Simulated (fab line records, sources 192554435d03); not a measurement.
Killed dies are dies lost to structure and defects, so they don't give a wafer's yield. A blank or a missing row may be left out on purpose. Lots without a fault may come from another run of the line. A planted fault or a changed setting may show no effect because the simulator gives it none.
One fault seen from 3 desks | flow n5_finfet | each desk has only its own numbers; what lay behind them comes last

THE DEFECT DESK
What the inspections along the route counted, lot by lot: means of the sampled wafers that have a number. A lot is out of limits, marked OUT, if its mean lies more than 4 standard deviations from the usual mean; the brackets give that distance.
Columns: A = raw_defect_count at N5_BEOL_M2_INSPECT_30, usual 407
lot  | first seen here | A
L816 | day 6 17:26     | 490
L824 | day 8 23:01     | 331
L826 | day 9 00:27     | 509
L829 | day 10 02:52    | 321
L831 | day 10 08:47    | 410
L837 | day 11 11:34    | 427
This desk's finding: nothing out of limits on any of the 6 lots.

THE METROLOGY DESK
What the gauges read, lot by lot, whatever tool the lot ran on: means of the sampled wafers that have a number. A lot is out of limits, marked OUT, if its mean lies more than 4 standard deviations from the usual mean; the brackets give that distance. Of its 12 readings 7 are shown: those that lie furthest out on some lot.
Columns: A = cd_nm at N5_BEOL_M2_CD_MEAS_28, usual 26.18 nm; B = V1_OVL at N5_BEOL_M2_OVL_MEAS_29, usual 0.6 nm; C = IOFF_P at N5_BEOL_M4_RC_MEAS_101, usual 0.21 nA/um; D = ION_N at N5_BEOL_M4_RC_MEAS_101, usual 675 uA/um; E = ION_P at N5_BEOL_M4_RC_MEAS_101, usual 463 uA/um; F = SS_N at N5_BEOL_M4_RC_MEAS_101, usual 71.5 mV/dec; G = VT_P at N5_BEOL_M4_RC_MEAS_101, usual -251 mV
lot  | first seen here | A     | B   | C    | D   | E   | F    | G
L816 | day 6 17:20     | 26.43 | 0.8 | 0.22 | 676 | 468 | 71.7 | -249
L824 | day 8 22:56     | 25.78 | 0.7 | 0.20 | 662 | 456 | 71.3 | -253
L826 | day 9 00:22     | 26.40 | 1.2 | 0.18 | 682 | 456 | 71.4 | -254
L829 | day 10 02:47    | 26.33 | 0.7 | 0.21 | 684 | 469 | 71.8 | -249
L831 | day 10 08:41    | 26.23 | 0.8 | 0.17 | 664 | 449 | 72.1 | -257
L837 | day 11 11:29    | 26.02 | 0.7 | 0.24 | 687 | 471 | 71.6 | -246
This desk's finding: nothing out of limits on any of the 6 lots.

THE TOOL OWNER'S DESK: rie_diel-01
The tool's own readings at N5_BEOL_M2_DESCUM_33 (chemistry O2, time 7 s): means of the sampled wafers that have a number, for each lot that ran on this tool. A lot is out of limits, marked OUT, if its mean lies more than 4 standard deviations from the usual mean; the brackets give that distance.
Columns: A = drypump_motor_current_A at N5_BEOL_M2_DESCUM_33, usual 5.7 A; B = oes_product_au at N5_BEOL_M2_DESCUM_33, usual 0.79 a.u.; C = rf_fwd_power_W at N5_BEOL_M2_DESCUM_33, usual 49.42 W; D = rf_vpp_V at N5_BEOL_M2_DESCUM_33, usual 243.4 V; E = showerhead_plenum_p_Torr at N5_BEOL_M2_DESCUM_33, usual 2.10 Torr; F = throttle_valve_pct at N5_BEOL_M2_DESCUM_33, usual 20.36 %
lot  | first seen here | A   | B    | C     | D     | E    | F
L824 | day 8 23:13     | 5.6 | 0.79 | 49.36 | 243.3 | 2.07 | 20.69
L826 | day 9 00:29     | 5.5 | 0.76 | 49.52 | 242.8 | 2.09 | 20.69
L829 | day 10 02:56    | 5.5 | 0.86 | 49.46 | 243.6 | 2.18 | 20.60
This desk's finding: nothing out of limits on any of the 3 lots.

PUT TOGETHER
The defect desk saw nothing out of limits.
The metrology desk saw nothing out of limits.
The tool owner's desk saw nothing out of limits.

WHAT THE SIMULATOR HAD PUT IN
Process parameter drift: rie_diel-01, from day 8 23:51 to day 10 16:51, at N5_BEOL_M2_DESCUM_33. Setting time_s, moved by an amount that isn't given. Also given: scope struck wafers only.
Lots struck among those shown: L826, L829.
